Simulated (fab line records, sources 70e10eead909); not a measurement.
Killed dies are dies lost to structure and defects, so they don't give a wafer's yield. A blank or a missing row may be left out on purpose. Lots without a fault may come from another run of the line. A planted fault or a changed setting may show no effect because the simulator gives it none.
fab line records | flow nand_harc
record lots=12 wafers=36 last_day=34
route steps=1302 shown A_SLIT@923 END@1302
lots that met no fault: from a run of the same line without faults
start_h: hours from the record's first day to the start of the lot's first wafer shown | wait_h: hours since the lot's step before | " the same as in the row above | L1.1+2: a row that stands for several wafers | - no value, or no start given | * or withheld: withheld | < > ~ a bound
route shown NAME@n: a module of which the file shows steps, and the number in the route of the first | usual: mean/standard deviation of fault-free wafers | same: alike in all rows | chamber/n: place in a boat | sites: the reading at each site | _std_site: their standard deviation | _edge_site: outer sites' mean less inner sites' | radius_mm: how far each site lies from the wafer's centre | mask NAME#n: copy n | behind: the tool/chamber that last shaped the wafer | hold: why the lot was held/for how many hours/how that ended | device: the transistor (n, p or np) that didn't switch | end of line: the same wafers' tests at the end of the route | a step without rows: its recipe alone | killed: dies lost to structure and defects at the first sort, not the wafer's yield | map: a wafer's dies, x killed, . not, _ none there
set.NAME: the setting as run; set.NAME@STEP: as run at that earlier step | model.NAME: the simulator's own value behind a step, which no gauge read
steps of the route over a sample of lots; a table a step, a row a wafer
services: from which hour (start_h, from the record's first day; less than 0 if before it) a tool's chamber was out of use, for how many hours, and why
## steps
# step NHARC_A_SLIT_DEP_00
# recipe target_thk_a=62000 temp_c=400 material=aC
# usual throttle_valve_pct=34.999/0.01
# columns lot.wafer tool chamber start_h wait_h throttle_valve_pct
L141.2 acl_dep-02 0 470.68 - 34.988
L141.4 " 0 471.94 - 35.017
L141.6 " 0 473.20 - 34.996
L144.3 acl_dep-03 0 509.40 - 35.008
L144.4 " 0 " " 35.006
L144.6 " 0 511.29 - 34.995
L143.2 acl_dep-02 0 520.01 - 35.006
L143.4 " 0 521.25 - 35.022
L143.6 " 0 522.50 - 35.004
L145.1 acl_dep-02 0 528.64 3.1 34.983
L145.5 " 0 531.12 5.3 35.004
L145.6 " 0 " " 34.994
L146.2 acl_dep-01 0 529.16 - 35.004
L146.5 " 0 531.05 - 34.991
L146.6 " 0 " " 34.993
L150.2 acl_dep-02 0 555.40 - 34.987
L150.3 " 0 " " 35.001
L150.6 " 0 557.92 - 34.984
L152.3 acl_dep-01 0 578.63 - 34.994
L152.4 " 0 " " 34.989
L152.6 " 0 580.50 - 35.004
L157.2 acl_dep-01 0 636.49 - 34.985
L157.3 " 0 " " 35.003
L157.4 " 0 " " 35.004
L159.1 acl_dep-01 0 670.43 - 35.000
L159.2 " 0 " " 34.997
L159.5 " 0 672.97 - 35.002
L158.1 acl_dep-02 0 677.29 - 34.990
L158.2 " 0 " " 35.007
L158.5 " 0 679.86 - 35.012
L160.1 acl_dep-02 0 681.14 - 35.000
L160.3 " 0 682.37 - 34.994
L160.4 " 0 " " 34.996
L161.2 acl_dep-01 0 684.67 - 35.014
L161.5 " 0 686.57 - 35.018
L161.6 " 0 " " 35.005
# step NHARC_A_SLIT_OVL_MEAS_10
# usual overlay_x_nm=-0.2/0.8 overlay_y_nm=0.0/0.82
# columns lot.wafer tool chamber start_h wait_h overlay_x_nm overlay_y_nm
L141.2 overlay-02 - 474.49 - -0.7 -0.4
L141.4 " - " " -0.6 -0.8
L141.6 " - " " 0.0 -0.6
L144.3 overlay-02 - 512.71 - 0.4 0.3
L144.4 " - " " -0.2 0.4
L144.6 " - " " 0.3 0.4
L143.2 overlay-01 - 523.79 - 1.6 -0.3
L143.4 " - " " 1.7 -0.1
L143.6 " - " " 1.6 -0.6
L146.2 overlay-01 - 533.09 - -0.1 1.0
L146.5 " - " " 0.0 0.9
L146.6 " - " " -0.1 0.5
L145.1 overlay-02 - 533.25 - 1.5 0.0
L145.5 " - " " 1.0 -1.2
L145.6 " - " " 1.2 0.0
L150.2 overlay-02 - 559.34 - 0.0 1.5
L150.3 " - " " -0.7 0.9
L150.6 " - " " -0.4 1.0
L152.3 overlay-02 - 581.91 - -0.9 -1.0
L152.4 " - " " -0.9 -1.4
L152.6 " - " " -0.4 -1.5
L157.2 overlay-01 - 640.48 - -0.5 0.8
L157.3 " - " " -0.3 1.3
L157.4 " - " " 0.2 2.2
L159.1 overlay-02 - 674.90 - 0.7 -0.3
L159.2 " - " " 0.0 0.0
L159.5 " - " " 0.4 -0.2
L158.1 overlay-02 - 682.57 - 0.2 -0.2
L158.2 " - " " -0.1 -0.4
L158.5 " - " " 0.5 -0.1
L160.1 overlay-02 - 685.60 - -0.1 0.0
L160.3 " - " " 0.1 0.7
L160.4 " - " " 0.1 0.1
L161.2 overlay-01 - 688.50 - -0.3 0.2
L161.5 " - " " -0.4 -0.8
L161.6 " - " " 0.3 -0.9
# step NHARC_A_SLIT_DESCUM_14
# recipe time_s=3 o2_flow_sccm=200 ar_flow_sccm=0 bias_power_w=0 chemistry=O2
# usual drypump_motor_current_A=5.6/0.33 oes_product_au=1.003/0.0089 rf_vpp_V=57.9/0.91 showerhead_plenum_p_Torr=1.93/0.076 throttle_valve_pct=11.310/0.0091
# same time_s=3
# columns lot.wafer tool chamber start_h wait_h drypump_motor_current_A oes_product_au rf_hours_counter_h rf_vpp_V showerhead_plenum_p_Torr throttle_valve_pct
L141.4 rie_diel-01 0 474.59 0.1 5.0 1.011 3.6 57.6 1.96 11.312
L141.2 " 1 " " 5.3 1.019 2.9 57.4 1.88 11.298
L141.6 " 0 " " 5.0 1.001 - 58.6 1.96 11.298
L144.4 rie_diel-08 2 512.81 0.1 5.3 0.984 8.5 59.0 1.98 11.303
L144.3 " 0 " " 5.5 0.996 8.2 58.7 1.79 11.315
L144.6 " 1 " " 5.1 1.004 - 57.7 1.85 11.315
L143.4 rie_diel-01 0 523.89 0.1 5.0 1.001 6.2 57.5 1.96 11.310
L143.2 " 1 " " 5.3 1.016 6.2 58.0 1.88 11.317
L143.6 " 3 " " 5.6 1.009 - 58.9 1.89 11.316
L146.2 rie_diel-03 0 533.21 0.1 5.5 1.018 2.6 56.3 1.85 11.309
L146.6 " 2 " " 6.0 1.006 - 58.8 2.06 11.323
L146.5 " 3 " " 5.7 1.003 - 58.1 1.89 11.300
L145.1 rie_diel-08 3 533.36 0.1 6.1 1.005 11.0 59.6 2.02 11.315
L145.6 " 1 " " 5.1 1.009 - 58.5 1.85 11.326
L145.5 " 2 " " 5.3 0.991 - 58.9 1.98 11.301
L150.3 rie_diel-03 3 559.43 0.1 5.6 0.991 4.5 58.3 1.89 11.320
L150.2 " 0 " " 5.5 1.018 4.8 59.0 1.85 11.317
L150.6 " 0 " " 5.5 1.011 - 57.6 1.85 11.299
L152.4 rie_diel-03 1 582.00 0.1 6.0 1.002 6.4 60.0 2.00 11.309
L152.3 " 3 " " 5.7 0.995 6.3 58.8 1.89 11.296
L152.6 " 2 " " 6.0 0.999 - 58.2 2.06 11.301
L157.3 rie_diel-01 0 640.57 0.1 5.0 1.012 3.9 57.8 1.96 11.301
L157.4 " 1 " " 5.3 1.025 3.9 55.7 1.88 11.303
L157.2 " 3 " " 5.6 1.011 3.7 58.5 1.89 11.325
L159.2 rie_diel-03 3 675.00 0.1 5.6 1.009 1.2 57.0 1.89 11.310
L159.1 " 2 " " 6.0 0.984 1.5 57.2 2.06 11.316
L159.5 " 3 " " 5.7 1.004 - 56.5 1.89 11.325
L158.2 rie_diel-03 3 682.68 0.1 5.6 1.002 2.3 57.4 1.89 11.317
L158.1 " 0 " " 5.5 1.011 2.2 57.1 1.85 11.316
L158.5 " 1 " " 6.0 1.000 - 59.4 1.99 11.307
L160.3 rie_diel-01 3 685.70 0.1 5.6 1.008 5.7 58.3 1.89 11.297
L160.1 " 0 " " 5.0 1.007 6.2 56.9 1.96 11.301
L160.4 " 1 " " 5.3 1.009 5.7 56.9 1.88 11.303
L161.2 rie_diel-03 3 688.62 0.1 5.7 1.001 2.8 56.8 1.89 11.303
L161.5 " 0 " " 5.5 1.004 - 57.1 1.85 11.315
L161.6 " 1 " " 6.0 0.994 - 55.2 1.99 11.328
# step NHARC_A_SLIT_ETCH_24
# recipe target_depth_a=1210 time_s=60.5 cf4_flow_sccm=100 chf3_flow_sccm=30 ar_flow_sccm=0 rf_w=500 bias_w=200 chemistry=CF4/CHF3
# usual bias_w=199.9/0.65 cf4_flow_sccm=100.0/0.32 drypump_motor_current_A=5.6/0.34 oes_product_au=0.966/0.018 rf_vpp_V=371.1/2.1 showerhead_plenum_p_Torr=1.59/0.06 throttle_valve_pct=16.802/0.0097 time_s=60.5/0
# columns lot.wafer tool chamber start_h wait_h bias_w cf4_flow_sccm drypump_motor_current_A oes_product_au rf_hours_counter_h rf_vpp_V showerhead_plenum_p_Torr throttle_valve_pct time_s
L141.2 rie_diel-01 1 474.68 0.1 201.5 99.8 5.3 0.973 2.9 370.1 1.55 16.809 60.5
L141.4 " 2 " " 201.1 99.9 5.8 0.971 3.1 372.6 1.64 16.815 60.5
L141.6 " 0 " " 199.8 99.9 5.0 0.970 - 370.6 1.61 16.796 60.5
L144.4 rie_diel-08 1 512.89 0.1 200.0 99.6 5.1 0.966 7.7 368.9 1.53 16.808 60.5
L144.3 " 2 " " 200.4 100.4 5.3 0.946 8.5 371.8 1.62 16.797 60.5
L144.6 " 1 " " 200.5 99.7 5.1 0.973 - 368.9 1.53 16.785 60.5
L143.2 rie_diel-01 2 523.97 0.1 199.9 99.6 5.9 0.967 5.9 373.1 1.64 16.781 60.5
L143.4 " 1 " " 200.1 99.8 5.3 0.989 6.2 369.0 1.55 16.803 60.5
L143.6 " 3 " " 198.7 100.7 5.6 0.971 - 370.0 1.56 16.787 60.5
L146.2 rie_diel-03 1 533.29 0.1 200.7 100.0 6.0 0.969 2.9 372.4 1.64 16.801 60.5
L146.6 " 2 " " 198.7 100.2 6.0 0.951 - 374.6 1.69 16.809 60.5
L146.5 " 3 " " 200.2 100.2 5.7 0.961 - 368.8 1.55 16.813 60.5
L145.1 rie_diel-08 3 533.43 0.1 199.7 101.0 6.0 0.989 11.0 374.1 1.66 16.792 60.5
L145.6 " 3 " " 199.0 100.3 6.0 0.975 - 372.6 1.66 16.804 60.5
L145.5 " 0 " " 201.6 100.2 5.5 0.983 - 368.0 1.47 16.806 60.5
L150.2 rie_diel-03 1 559.52 0.1 - - - - - - - - -
L150.3 " 3 " " - - - - - - - - -
L150.6 " 0 " " - - - - - - - - -
L152.4 rie_diel-03 0 582.09 0.1 - - - - - - - - -
L152.3 " 1 " " - - - - - - - - -
L152.6 " 0 " " - - - - - - - - -
L157.2 rie_diel-01 2 640.66 0.1 199.7 99.9 5.9 0.918 3.6 372.6 1.64 16.814 60.5
L157.3 " 3 " " 200.1 100.5 5.6 0.926 3.7 369.1 1.55 16.797 60.5
L157.4 " 1 " " 199.6 99.9 5.3 0.939 3.9 369.8 1.55 16.812 60.5
L159.1 rie_diel-03 2 675.08 0.1 198.9 100.4 6.0 0.970 1.5 374.9 1.68 16.799 60.5
L159.2 " 1 " " 200.7 99.4 6.0 0.970 1.4 372.2 1.64 16.807 60.5
L159.5 " 2 " " 198.7 100.9 6.0 0.967 - 374.1 1.68 16.796 60.5
L158.1 rie_diel-03 3 682.76 0.1 199.5 99.7 5.7 0.980 2.3 371.4 1.55 16.818 60.5
L158.2 " 0 " " 199.5 99.9 5.5 0.973 2.2 369.5 1.52 16.814 60.5
L158.5 " 2 " " 199.8 100.0 6.0 0.954 - 375.0 1.68 16.797 60.5
L160.3 rie_diel-01 3 685.78 0.1 199.5 99.9 5.6 0.963 5.7 371.1 1.55 16.811 60.5
L160.4 " 0 " " 199.3 99.9 5.0 0.986 6.2 372.0 1.61 16.791 60.5
L160.1 " 1 " " 199.8 99.9 5.2 0.993 5.7 369.0 1.55 16.809 60.5
L161.2 rie_diel-03 3 688.68 0.1 199.2 100.4 5.7 0.986 2.8 368.3 1.55 16.785 60.5
L161.5 " 3 " " 200.6 100.1 5.6 0.984 - 369.8 1.55 16.795 60.5
L161.6 " 0 " " 199.1 100.4 5.5 0.975 - 368.3 1.52 16.811 60.5
# step NHARC_END_SORT_01
# recipe temp_c=25
# usual killed_at_array=52/17 killed_at_other=0.9/1.2 killed_at_periphery=3.9/2.7 killed_dies=57/16 killed_open=3.3/1.9 killed_short=2.5/1.5
# same gross_dies=677
# columns lot.wafer tool chamber start_h wait_h hold killed_at_array killed_at_other killed_at_periphery killed_dies killed_open killed_short
L141.2 prober-02 0 585.98 2.8 - 58 1 2 61 3 2
L141.4 prober-02 0 587.57 3.4 - 52 1 2 55 5 3
L141.6 prober-02 0 589.16 4.0 - 50 1 8 59 3 5
L144.3 prober-02 0 623.84 3.1 - 76 0 3 79 1 3
L144.4 prober-02 0 624.64 3.4 - 71 0 1 72 2 1
L144.6 prober-02 0 626.24 4.0 - 71 0 1 72 3 6
L143.2 prober-01 0 638.22 2.8 - 32 4 0 36 3 3
L143.4 prober-01 0 639.84 3.4 - 24 1 1 26 1 4
L143.6 prober-01 0 641.46 4.0 - 28 2 8 38 7 5
L145.1 prober-01 0 647.09 2.5 - 49 0 2 51 5 1
L145.5 prober-01 0 650.31 3.7 - 61 1 2 64 5 5
L145.6 prober-01 0 651.12 4.0 - 58 1 5 64 3 3
L146.2 prober-02 0 647.85 2.8 - 40 0 1 41 1 2
L146.5 prober-02 0 650.24 3.7 - 27 0 3 30 2 3
L146.6 prober-02 0 651.03 4.0 - 44 1 2 47 2 3
L150.2 prober-02 0 678.29 2.8 await_dispo/1.1h/scrap 663 2 12 677 3 2
L150.3 prober-02 0 679.09 3.1 await_dispo/1.1h/scrap 668 1 8 677 2 2
L150.6 prober-02 0 681.48 4.0 await_dispo/1.1h/scrap 667 3 7 677 6 1
L152.3 prober-02 0 697.77 3.1 await_dispo/1.6h/scrap 671 0 6 677 0 2
L152.4 prober-02 0 698.56 3.4 await_dispo/1.6h/scrap 669 0 8 677 4 0
L152.6 prober-02 0 700.15 4.0 await_dispo/1.6h/scrap 667 2 8 677 2 1
L157.2 prober-01 0 765.24 2.8 - 81 1 5 87 1 4
L157.3 prober-01 0 766.03 3.1 - 62 1 6 69 5 1
L157.4 prober-01 0 766.82 3.4 - 79 0 6 85 4 3
L159.1 prober-02 0 789.69 2.5 - 24 0 5 29 2 2
L159.2 prober-02 0 790.49 2.8 - 45 0 1 46 2 3
L159.5 prober-02 0 792.88 3.7 - 37 0 4 41 7 2
L158.1 prober-02 0 806.04 2.5 - 42 0 6 48 1 3
L158.2 prober-02 0 806.83 2.8 - 44 0 5 49 1 2
L158.5 prober-02 0 809.21 3.7 - 40 0 6 46 3 1
L161.2 prober-01 0 806.79 2.8 - 73 0 3 76 3 7
L161.5 prober-01 0 809.16 3.7 - 65 0 0 65 2 4
L161.6 prober-01 0 809.95 4.0 - 65 0 3 68 5 3
L160.1 prober-01 0 813.76 2.5 - 53 0 2 55 3 3
L160.3 prober-01 0 815.39 3.1 - 49 0 3 52 3 4
L160.4 prober-01 0 816.21 3.5 - 46 0 2 48 1 0
# killed by level:class
L141.2 A_CHANNEL_HOLE_D1:chamber_film_flake=26 A_SLIT:chamber_film_flake=10 A_CHANNEL_HOLE_D2:chamber_film_flake=9 A_STAIRCASE:chamber_film_flake=4 A_CONTACT:chamber_film_flake=4 P_CONTACT:geometric_particle:open=1 A_ONON_D1:geometric_particle:short=1 A_ONON_D2:geometric_particle:short=1
L141.4 A_CHANNEL_HOLE_D1:chamber_film_flake=29 A_SLIT:chamber_film_flake=8 A_CHANNEL_HOLE_D2:chamber_film_flake=3 A_CONTACT:chamber_film_flake=3 A_ONON_D1:geometric_particle:open=2 A_CONTACT:geometric_particle:open=2 P_CONTACT:geometric_particle:short=1 A_ONON_D1:geometric_particle:short=1
L141.6 A_CHANNEL_HOLE_D1:chamber_film_flake=28 A_SLIT:chamber_film_flake=6 P_STI:chamber_film_flake=5 A_CONTACT:chamber_film_flake=4 P_GATE:chamber_film_flake=3 A_CHANNEL_HOLE_D2:chamber_film_flake=3 A_BLC:geometric_particle:short=2 A_CHANNEL_HOLE_D1:geometric_particle:open=1
L144.3 A_CHANNEL_HOLE_D2:chamber_film_flake=33 A_CHANNEL_HOLE_D1:chamber_film_flake=30 A_CONTACT:chamber_film_flake=4 P_CONTACT:chamber_film_flake=2 A_SGD_CUT:chamber_film_flake=2 A_ONON_D1:geometric_particle:short=1 A_CHANNEL_HOLE_D1:geometric_particle:short=1 A_CHANNEL_FILL_D1:geometric_particle:short=1
L144.4 A_CHANNEL_HOLE_D2:chamber_film_flake=31 A_CHANNEL_HOLE_D1:chamber_film_flake=29 A_CONTACT:chamber_film_flake=5 A_SGD_CUT:chamber_film_flake=3 P_GATE:geometric_particle:short=1 A_CHANNEL_FILL_D1:geometric_particle:open=1 A_DECK1_JOINT:geometric_particle:open=1 A_STAIRCASE:chamber_film_flake=1
L144.6 A_CHANNEL_HOLE_D1:chamber_film_flake=30 A_CHANNEL_HOLE_D2:chamber_film_flake=28 A_CHANNEL_FILL_D1:geometric_particle:short=3 A_SGD_CUT:chamber_film_flake=3 A_DECK1_JOINT:geometric_particle:short=2 A_ONON_D1:geometric_particle:open=1 A_ONON_D2:geometric_particle:open=1 A_CHANNEL_HOLE_D2:geometric_particle:short=1
L143.2 A_CHANNEL_HOLE_D2:chamber_film_flake=10 A_CHANNEL_HOLE_D1:chamber_film_flake=5 THIN_TSV:chamber_film_flake=4 A_STAIRCASE:chamber_film_flake=3 A_M0:geometric_particle:short=2 A_CHANNEL_FILL_D1:chamber_film_flake=2 A_SLIT:chamber_film_flake=2 A_CONTACT:chamber_film_flake=2
L143.4 A_CHANNEL_HOLE_D1:chamber_film_flake=7 A_CONTACT:chamber_film_flake=4 A_CHANNEL_HOLE_D2:chamber_film_flake=4 A_STAIRCASE:chamber_film_flake=3 A_WL_FILL:geometric_particle:short=2 A_WL_FILL:chamber_film_flake=2 P_M0:geometric_particle:short=1 A_CHANNEL_FILL_D1:geometric_particle:short=1
L143.6 A_CHANNEL_HOLE_D2:chamber_film_flake=10 P_GATE:geometric_particle:open=3 A_WL_FILL:chamber_film_flake=3 A_CHANNEL_HOLE_D1:chamber_film_flake=2 A_CHANNEL_FILL_D1:chamber_film_flake=2 A_CHANNEL_FILL_D2:chamber_film_flake=2 A_CONTACT:chamber_film_flake=2 THIN_TSV:chamber_film_flake=2
L145.1 A_CHANNEL_HOLE_D1:chamber_film_flake=28 A_STAIRCASE:chamber_film_flake=6 A_CHANNEL_HOLE_D2:chamber_film_flake=4 P_STI:chamber_film_flake=2 A_CHANNEL_FILL_D2:chamber_film_flake=2 A_CONTACT:chamber_film_flake=2 A_CHANNEL_HOLE_D1:geometric_particle:open=1 A_CHANNEL_HOLE_D2:geometric_particle:open=1
L146.2 A_CHANNEL_HOLE_D2:chamber_film_flake=13 A_SLIT:chamber_film_flake=10 A_CONTACT:chamber_film_flake=9 A_CHANNEL_HOLE_D1:chamber_film_flake=3 P_M0:geometric_particle:open=1 A_ONON_D2:geometric_particle:short=1 A_CHANNEL_FILL_D2:geometric_particle:short=1 A_CHANNEL_FILL_D1:chamber_film_flake=1
L146.5 A_SLIT:chamber_film_flake=10 A_CHANNEL_HOLE_D2:chamber_film_flake=5 A_CONTACT:chamber_film_flake=4 A_DECK1_JOINT:chamber_film_flake=2 P_M0:geometric_particle:open=1 P_M0:geometric_particle:short=1 A_ONON_D1:geometric_particle:open=1 A_CHANNEL_FILL_D1:geometric_particle:short=1
L145.5 A_CHANNEL_HOLE_D1:chamber_film_flake=35 A_CHANNEL_HOLE_D2:chamber_film_flake=7 A_CONTACT:chamber_film_flake=4 A_CHANNEL_FILL_D2:chamber_film_flake=3 P_M0:geometric_particle:open=2 A_CHANNEL_FILL_D2:geometric_particle:short=2 A_STAIRCASE:chamber_film_flake=2 A_ONON_D1:geometric_particle:short=1
L146.6 A_SLIT:chamber_film_flake=23 A_CHANNEL_HOLE_D2:chamber_film_flake=6 A_CONTACT:chamber_film_flake=5 A_CHANNEL_HOLE_D1:chamber_film_flake=3 A_STAIRCASE:chamber_film_flake=2 A_DECK1_JOINT:geometric_particle:short=1 A_CHANNEL_FILL_D2:geometric_particle:open=1 A_SLIT:geometric_particle:short=1
L145.6 A_CHANNEL_HOLE_D1:chamber_film_flake=32 A_CHANNEL_HOLE_D2:chamber_film_flake=11 A_CONTACT:chamber_film_flake=5 A_CHANNEL_FILL_D1:chamber_film_flake=2 A_CHANNEL_FILL_D2:chamber_film_flake=2 A_STAIRCASE:chamber_film_flake=2 P_CONTACT:geometric_particle:short=1 P_CONTACT:geometric_particle:open=1
L150.2 A_SLIT:area_etch=638 A_SLIT:chamber_film_flake=11 P_GATE:chamber_film_flake=5 A_CHANNEL_HOLE_D1:chamber_film_flake=4 P_CONTACT:chamber_film_flake=3 A_CHANNEL_FILL_D1:geometric_particle:short=2 P_STI:chamber_film_flake=2 A_STAIRCASE:chamber_film_flake=2
L150.3 A_SLIT:area_etch=638 A_SLIT:chamber_film_flake=16 P_CONTACT:chamber_film_flake=6 A_DECK1_JOINT:chamber_film_flake=3 A_M1:chamber_film_flake=3 A_ZERO_WELL:chamber_film_flake=2 P_M0:geometric_particle:short=1 A_CHANNEL_FILL_D1:geometric_particle:open=1
L150.6 A_SLIT:area_etch=630 A_CHANNEL_HOLE_D1:chamber_film_flake=10 A_SLIT:chamber_film_flake=8 P_CONTACT:chamber_film_flake=6 A_CONTACT:chamber_film_flake=6 THIN_TSV:chamber_film_flake=3 A_STAIRCASE:chamber_film_flake=3 A_CHANNEL_HOLE_D1:geometric_particle:open=2
L152.3 A_SLIT:area_etch=639 A_CHANNEL_HOLE_D1:chamber_film_flake=13 P_BONDPAD:chamber_film_flake=5 A_STAIRCASE:chamber_film_flake=5 A_SLIT:chamber_film_flake=5 A_CONTACT:chamber_film_flake=5 A_CHANNEL_FILL_D1:chamber_film_flake=2 A_ONON_D2:geometric_particle:short=1
L152.4 A_SLIT:area_etch=649 P_BONDPAD:chamber_film_flake=6 A_CHANNEL_HOLE_D1:chamber_film_flake=4 A_STAIRCASE:chamber_film_flake=4 A_CONTACT:chamber_film_flake=4 A_SLIT:chamber_film_flake=2 A_DECK1_JOINT:geometric_particle:open=1 A_ONON_D2:geometric_particle:open=1
L152.6 A_SLIT:area_etch=647 A_CHANNEL_HOLE_D1:chamber_film_flake=6 P_BONDPAD:chamber_film_flake=4 A_SLIT:chamber_film_flake=4 A_CONTACT:chamber_film_flake=3 P_M0:chamber_film_flake=3 A_STAIRCASE:chamber_film_flake=3 THIN_TSV:chamber_film_flake=2
L157.2 A_CHANNEL_HOLE_D1:chamber_film_flake=31 A_CHANNEL_HOLE_D2:chamber_film_flake=23 A_SLIT:chamber_film_flake=14 A_CONTACT:chamber_film_flake=6 P_STI:chamber_film_flake=3 A_WL_FILL:chamber_film_flake=3 A_ONON_D1:geometric_particle:short=2 P_M1:geometric_particle:short=1
L157.3 A_CHANNEL_HOLE_D1:chamber_film_flake=34 A_CONTACT:chamber_film_flake=9 A_CHANNEL_HOLE_D2:chamber_film_flake=8 P_GATE:chamber_film_flake=3 A_SLIT:chamber_film_flake=3 P_M2:chamber_film_flake=2 A_WL_FILL:chamber_film_flake=2 A_CHANNEL_FILL_D1:geometric_particle:open=1
L157.4 A_CHANNEL_HOLE_D1:chamber_film_flake=36 A_CHANNEL_HOLE_D2:chamber_film_flake=20 A_SLIT:chamber_film_flake=14 A_CONTACT:chamber_film_flake=5 P_CONTACT:geometric_particle:short=1 P_M0:geometric_particle:short=1 P_M0:geometric_particle:open=1 P_M1:geometric_particle:open=1
L159.1 A_SLIT:chamber_film_flake=13 A_STAIRCASE:chamber_film_flake=4 P_GATE:chamber_film_flake=2 A_CONTACT:chamber_film_flake=2 P_M0:geometric_particle:open=1 A_ONON_D2:geometric_particle:short=1 A_SGD_CUT:geometric_particle:short=1 A_M0:chamber_film_flake=1
L159.2 A_SLIT:chamber_film_flake=30 A_CONTACT:chamber_film_flake=3 A_CHANNEL_HOLE_D2:chamber_film_flake=2 A_STAIRCASE:chamber_film_flake=2 A_SOURCE_PLATE:geometric_particle:short=1 A_CHANNEL_FILL_D2:geometric_particle:open=1 A_WL_FILL:geometric_particle:short=1 A_CONTACT:geometric_particle:open=1
L159.5 A_SLIT:chamber_film_flake=13 A_STAIRCASE:chamber_film_flake=4 A_M0:chamber_film_flake=4 A_CHANNEL_HOLE_D1:unspecified=3 A_CONTACT:chamber_film_flake=3 A_WL_FILL:geometric_particle:open=2 A_CHANNEL_HOLE_D1:chamber_film_flake=2 P_GATE:geometric_particle:open=1
L158.1 A_CHANNEL_HOLE_D1:chamber_film_flake=15 A_CHANNEL_HOLE_D2:chamber_film_flake=10 A_SLIT:chamber_film_flake=8 P_CONTACT:chamber_film_flake=5 A_SGD_CUT:chamber_film_flake=2 A_WL_FILL:chamber_film_flake=2 P_M2:geometric_particle:short=1 A_SOURCE_PLATE:geometric_particle:short=1
L161.2 A_CHANNEL_HOLE_D2:chamber_film_flake=26 A_SLIT:chamber_film_flake=12 A_CHANNEL_HOLE_D1:chamber_film_flake=10 A_CONTACT:chamber_film_flake=6 A_SGD_CUT:chamber_film_flake=6 A_STAIRCASE:chamber_film_flake=3 A_CHANNEL_FILL_D1:geometric_particle:short=2 A_CHANNEL_FILL_D2:geometric_particle:short=2
L158.2 A_CHANNEL_HOLE_D2:chamber_film_flake=25 A_SLIT:chamber_film_flake=8 A_CHANNEL_HOLE_D1:chamber_film_flake=5 P_CONTACT:chamber_film_flake=3 A_WL_FILL:chamber_film_flake=2 A_ONON_D1:geometric_particle:short=1 A_SGD_CUT:geometric_particle:short=1 A_M0:geometric_particle:open=1
L161.5 A_CHANNEL_HOLE_D2:chamber_film_flake=27 A_CHANNEL_HOLE_D1:chamber_film_flake=11 A_CONTACT:chamber_film_flake=10 A_SLIT:chamber_film_flake=6 A_SGD_CUT:chamber_film_flake=3 A_WL_FILL:geometric_particle:short=2 A_DECK1_JOINT:geometric_particle:open=1 A_ONON_D2:geometric_particle:short=1
L158.5 A_CHANNEL_HOLE_D2:chamber_film_flake=18 A_SLIT:chamber_film_flake=11 A_CHANNEL_HOLE_D1:chamber_film_flake=6 P_CONTACT:chamber_film_flake=4 P_M0:geometric_particle:open=1 A_DECK1_JOINT:geometric_particle:open=1 A_M1:geometric_particle:open=1 A_M1:geometric_particle:short=1
L161.6 A_CHANNEL_HOLE_D1:chamber_film_flake=20 A_SLIT:chamber_film_flake=12 A_CHANNEL_HOLE_D2:chamber_film_flake=11 A_CONTACT:chamber_film_flake=9 A_STAIRCASE:chamber_film_flake=3 P_M0:geometric_particle:short=1 P_M2:geometric_particle:short=1 A_ONON_D1:geometric_particle:open=1
L160.1 A_CHANNEL_HOLE_D2:chamber_film_flake=21 A_CHANNEL_HOLE_D1:chamber_film_flake=9 A_SLIT:chamber_film_flake=9 A_CONTACT:chamber_film_flake=4 A_CHANNEL_FILL_D2:geometric_particle:open=2 A_STAIRCASE:chamber_film_flake=2 P_STI:geometric_particle:short=1 P_M2:geometric_particle:open=1
L160.3 A_SLIT:chamber_film_flake=19 A_CHANNEL_HOLE_D1:chamber_film_flake=10 A_CHANNEL_HOLE_D2:chamber_film_flake=8 A_STAIRCASE:chamber_film_flake=3 A_CONTACT:chamber_film_flake=3 P_GATE:geometric_particle:short=1 P_M2:geometric_particle:short=1 A_CHANNEL_FILL_D1:geometric_particle:short=1
L160.4 A_CHANNEL_HOLE_D2:chamber_film_flake=25 A_SLIT:chamber_film_flake=13 A_CHANNEL_HOLE_D1:chamber_film_flake=3 P_GATE:chamber_film_flake=2 A_CONTACT:chamber_film_flake=2 A_STAIRCASE:chamber_film_flake=2 A_ONON_D2:geometric_particle:open=1
## services
# columns tool chamber start_h hours kind
rie_diel-01 1 452.82 4.4 repair
rie_diel-03 - 458.30 9.0 pm
rie_diel-03 0 458.30 9.0 vent_cycle
rie_diel-03 1 458.30 9.0 vent_cycle
rie_diel-03 2 458.30 9.0 vent_cycle
rie_diel-03 3 458.30 9.0 vent_cycle
rie_diel-03 0 467.30 - clean
rie_diel-03 1 467.30 - clean
rie_diel-03 2 467.30 - clean
rie_diel-03 3 467.30 - clean
rie_diel-03 3 479.77 3.1 repair
rie_diel-01 2 483.53 3.5 repair
acl_dep-03 - 489.49 13.0 pm
rie_diel-03 0 491.80 - clean
rie_diel-03 1 491.80 - clean
rie_diel-03 2 491.80 - clean
rie_diel-03 3 491.80 - clean
rie_diel-08 3 542.01 2.7 repair
rie_diel-08 - 544.80 9.0 pm
acl_dep-01 - 552.30 13.0 pm
rie_diel-01 - 557.81 9.0 pm
acl_dep-02 - 605.76 13.0 pm
rie_diel-03 - 635.35 9.0 pm
acl_dep-03 - 670.52 13.0 pm
## key
first_sign step=NHARC_A_SLIT_ETCH_24 reading=tool_record direction=missing
effect step=NHARC_END_SORT_01 reading=killed_dies direction=up sigmas=38 usual=57 struck=677
more_kills_born_at NHARC_A_SLIT_ETCH_24@rie_diel-03=3841
met_at NHARC_A_SLIT_ETCH_24
struck_lots L150,L152
later_rows_left_out L150.2,L150.3,L150.6,L152.3,L152.4,L152.6
tester_left_out L150,L152
not_acting_at NHARC_A_SLIT_DEP_00,NHARC_A_SLIT_OVL_MEAS_10,NHARC_A_SLIT_DESCUM_14
onset_between 533.29 559.52
fault kind=skipped_step_whole tool=rie_diel-03 chamber=- onset_h=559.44 steps=NHARC_A_SLIT_ETCH_24 scope=struck_lots_only
# tester_left_out: of these lots the tester's yield and bins aren't shown, on N5 and GAA mostly nor the transistor test; their killed dies are dies lost to structure and defects alone, not to doping, threshold or leakage, so they don't give the yield
# later_rows_left_out: the simulator's readings of these wafers behind a module that went badly wrong aren't trusted and aren't shown, but for the sort
